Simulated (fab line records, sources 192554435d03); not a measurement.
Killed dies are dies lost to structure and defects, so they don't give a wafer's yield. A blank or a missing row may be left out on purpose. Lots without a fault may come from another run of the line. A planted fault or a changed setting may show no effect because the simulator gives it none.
Chamber matching | flow n5_finfet | N5_PMOS_HMC_CHANNEL_EPI_ETCH_32 on rie_diel-02: 4 sister chambers
The step etches BARC in N2/H2, stops on SiO2, target depth 85.8 nm, time 50.3 s. 18 wafers are shown with their chamber, then 9 later ones without.

WAFERS WITH THEIR CHAMBER
wafer  | chamber | drypump_motor_current_A (A) | showerhead_plenum_p_Torr (Torr) | throttle_valve_pct (%)
L074.2 | 1       | 5.6                         | 2.46                            | 18.07
L074.5 | 1       | 5.6                         | 2.46                            | 18.04
L074.6 | 3       | 5.9                         | 2.45                            | 17.85
L075.2 | 3       | 5.9                         | 2.45                            | 17.85
L075.3 | 2       | 6.0                         | 2.49                            | 17.79
L075.4 | 1       | 5.6                         | 2.45                            | 18.08
L076.1 | 3       | 5.9                         | 2.45                            | 17.85
L076.2 | 1       | 5.6                         | 2.45                            | 18.07
L076.4 | 2       | 6.1                         | 2.49                            | 17.79
L077.1 | 2       | 6.1                         | 2.49                            | 17.80
L077.2 | 0       | 4.8                         | 2.62                            | 18.17
L077.5 | 3       | 5.9                         | 2.45                            | 17.86
L078.1 | 1       | 5.6                         | 2.45                            | 18.09
L078.3 | 2       | 6.1                         | 2.49                            | 17.79
L078.5 | 0       | 4.8                         | 2.62                            | 18.16
L088.2 | 0       | 4.8                         | 2.61                            | 18.19
L088.4 | 1       | 5.6                         | 2.44                            | 18.13
L088.5 | 3       | 5.9                         | 2.44                            | 17.88

SIGNATURES (means of the wafers above)
reading                  | chamber 0 | chamber 1 | chamber 2 | chamber 3 | scatter within a chamber
drypump_motor_current_A  | 4.800     | 5.600     | 6.075     | 5.900     | 0.0231
showerhead_plenum_p_Torr | 2.6167    | 2.4517    | 2.4900    | 2.4480    | 0.00554
throttle_valve_pct       | 18.1733   | 18.0800   | 17.7925   | 17.8580   | 0.02
Rule: a wafer's distance from a chamber is the root of the sum, over the readings, of the square of ((its reading less the chamber's mean) divided by the reading's scatter). The wafer belongs to the nearest chamber; if the next one is less than 2 further off, it can't be placed. The scatter: the root of (the sum of the squares of (reading less its chamber's mean) over the shown wafers, divided by (wafers less chambers)).

WAFERS WITHOUT THEIR CHAMBER
wafer  | drypump_motor_current_A (A) | showerhead_plenum_p_Torr (Torr) | throttle_valve_pct (%)
L089.2 | 4.8                         | 2.61                            | 18.20
L089.4 | 5.9                         | 2.44                            | 17.89
L089.5 | 4.8                         | 2.61                            | 18.19
L091.1 | 6.1                         | 2.48                            | 17.83
L091.4 | 5.9                         | 2.44                            | 17.91
L091.6 | 6.1                         | 2.48                            | 17.84
L095.1 | 6.1                         | 2.48                            | 17.85
L095.2 | 4.8                         | 2.60                            | 18.21
L095.4 | 5.6                         | 2.44                            | 18.15

WHICH CHAMBER EACH WENT THROUGH
wafer  | from the rows above | in truth
L089.2 | 0                   | 0
L089.4 | 3                   | 3
L089.5 | 0                   | 0
L091.1 | 2                   | 2
L091.4 | 3                   | 3
L091.6 | 2                   | 2
L095.1 | 2                   | 2
L095.2 | 0                   | 0
L095.4 | 1                   | 1
Placed correctly: 9 of 9. Can't be placed from these rows: 0. Placed wrongly: 0.
